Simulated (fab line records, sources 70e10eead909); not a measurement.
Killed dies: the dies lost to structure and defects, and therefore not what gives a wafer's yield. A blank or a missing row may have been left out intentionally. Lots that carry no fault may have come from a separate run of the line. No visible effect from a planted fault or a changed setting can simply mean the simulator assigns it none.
Matching of chambers :: flow nand-harc :: NHARC_A_STAIRCASE_TRIM_20 on rie-diel-01 has 4 sister chambers
The step chemistry O2, time 211.2 s. 16 wafers are shown with their chamber, then 8 later ones without.

== EACH WAFER AND ITS CHAMBER ==
wafer: L076.2
chamber: 1
drypump-motor-current-A (A): 6.1
showerhead-plenum-p-Torr (Torr): 3.75
throttle-valve-pct (%): 17.037

wafer: L076.3
chamber: 2
drypump-motor-current-A (A): 5.5
showerhead-plenum-p-Torr (Torr): 3.56
throttle-valve-pct (%): 17.050

wafer: L076.4
chamber: 0
drypump-motor-current-A (A): 5.5
showerhead-plenum-p-Torr (Torr): 3.59
throttle-valve-pct (%): 17.026

wafer: L079.2
chamber: 1
drypump-motor-current-A (A): 6.1
showerhead-plenum-p-Torr (Torr): 3.75
throttle-valve-pct (%): 17.045

wafer: L079.5
chamber: 1
drypump-motor-current-A (A): 6.1
showerhead-plenum-p-Torr (Torr): 3.75
throttle-valve-pct (%): 17.040

wafer: L079.6
chamber: 2
drypump-motor-current-A (A): 5.5
showerhead-plenum-p-Torr (Torr): 3.56
throttle-valve-pct (%): 17.047

wafer: L080.1
chamber: 0
drypump-motor-current-A (A): 5.5
showerhead-plenum-p-Torr (Torr): 3.59
throttle-valve-pct (%): 17.029

wafer: L080.4
chamber: 3
drypump-motor-current-A (A): 5.9
showerhead-plenum-p-Torr (Torr): 3.59
throttle-valve-pct (%): 17.039

wafer: L080.6
chamber: 1
drypump-motor-current-A (A): 6.1
showerhead-plenum-p-Torr (Torr): 3.74
throttle-valve-pct (%): 17.036

wafer: L081.1
chamber: 1
drypump-motor-current-A (A): 6.1
showerhead-plenum-p-Torr (Torr): 3.74
throttle-valve-pct (%): 17.042

wafer: L081.3
chamber: 3
drypump-motor-current-A (A): 5.9
showerhead-plenum-p-Torr (Torr): 3.59
throttle-valve-pct (%): 17.027

wafer: L081.6
chamber: 2
drypump-motor-current-A (A): 5.5
showerhead-plenum-p-Torr (Torr): 3.55
throttle-valve-pct (%): 17.027

wafer: L088.1
chamber: 1
drypump-motor-current-A (A): 6.1
showerhead-plenum-p-Torr (Torr): 3.73
throttle-valve-pct (%): 17.046

wafer: L088.3
chamber: 3
drypump-motor-current-A (A): 5.9
showerhead-plenum-p-Torr (Torr): 3.57
throttle-valve-pct (%): 17.034

wafer: L088.4
chamber: 2
drypump-motor-current-A (A): 5.5
showerhead-plenum-p-Torr (Torr): 3.54
throttle-valve-pct (%): 17.040

wafer: L090.1
chamber: 1
drypump-motor-current-A (A): 6.2
showerhead-plenum-p-Torr (Torr): 3.72
throttle-valve-pct (%): 17.015

SIGNATURES (means of the wafers above)
reading: drypump-motor-current-A
chamber 0: 5.500
chamber 1: 6.114
chamber 2: 5.500
chamber 3: 5.900
scatter within a chamber: 0.0267

reading: showerhead-plenum-p-Torr
chamber 0: 3.5900
chamber 1: 3.7400
chamber 2: 3.5525
chamber 3: 3.5833
scatter within a chamber: 0.0106

reading: throttle-valve-pct
chamber 0: 17.02750
chamber 1: 17.03729
chamber 2: 17.04100
chamber 3: 17.03333
scatter within a chamber: 0.00937
Rule: distance of a wafer from a chamber = root of the sum over the readings of ((wafer's reading minus chamber's mean) / reading's scatter) squared. The wafer belongs to the nearest chamber; if the next one is less than 2 further off, it can't be placed. The scatter is the square root of a quotient: the sum, over the shown wafers, of each reading's squared deviation from its chamber's mean, divided by wafers minus chambers.

== WAFERS WITH NO CHAMBER GIVEN ==
wafer: L090.3
drypump-motor-current-A (A): 5.5
showerhead-plenum-p-Torr (Torr): 3.57
throttle-valve-pct (%): 17.039

wafer: L090.5
drypump-motor-current-A (A): 6.1
showerhead-plenum-p-Torr (Torr): 3.72
throttle-valve-pct (%): 17.021

wafer: L092.1
drypump-motor-current-A (A): 5.4
showerhead-plenum-p-Torr (Torr): 3.56
throttle-valve-pct (%): 17.042

wafer: L092.2
drypump-motor-current-A (A): 6.1
showerhead-plenum-p-Torr (Torr): 3.72
throttle-valve-pct (%): 17.025

wafer: L092.4
drypump-motor-current-A (A): 5.5
showerhead-plenum-p-Torr (Torr): 3.53
throttle-valve-pct (%): 17.043

wafer: L094.1
drypump-motor-current-A (A): 5.5
showerhead-plenum-p-Torr (Torr): 3.53
throttle-valve-pct (%): 17.049

wafer: L094.4
drypump-motor-current-A (A): 5.9
showerhead-plenum-p-Torr (Torr): 3.56
throttle-valve-pct (%): 17.042

wafer: L094.6
drypump-motor-current-A (A): 5.9
showerhead-plenum-p-Torr (Torr): 3.56
throttle-valve-pct (%): 17.024

== WHICH CHAMBER EACH ONE RAN IN ==
wafer: L090.3
from the rows above: can't be placed: 2 or 0
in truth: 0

wafer: L090.5
from the rows above: 1
in truth: 1

wafer: L092.1
from the rows above: can't be placed: 2 or 0
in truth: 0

wafer: L092.2
from the rows above: 1
in truth: 1

wafer: L092.4
from the rows above: 2
in truth: 2

wafer: L094.1
from the rows above: 2
in truth: 2

wafer: L094.4
from the rows above: 3
in truth: 3

wafer: L094.6
from the rows above: 3
in truth: 3
6 of 8 placed correctly. Not placeable from these rows: 2 (in 2, the candidates include the true chamber). Number placed wrongly: 0.
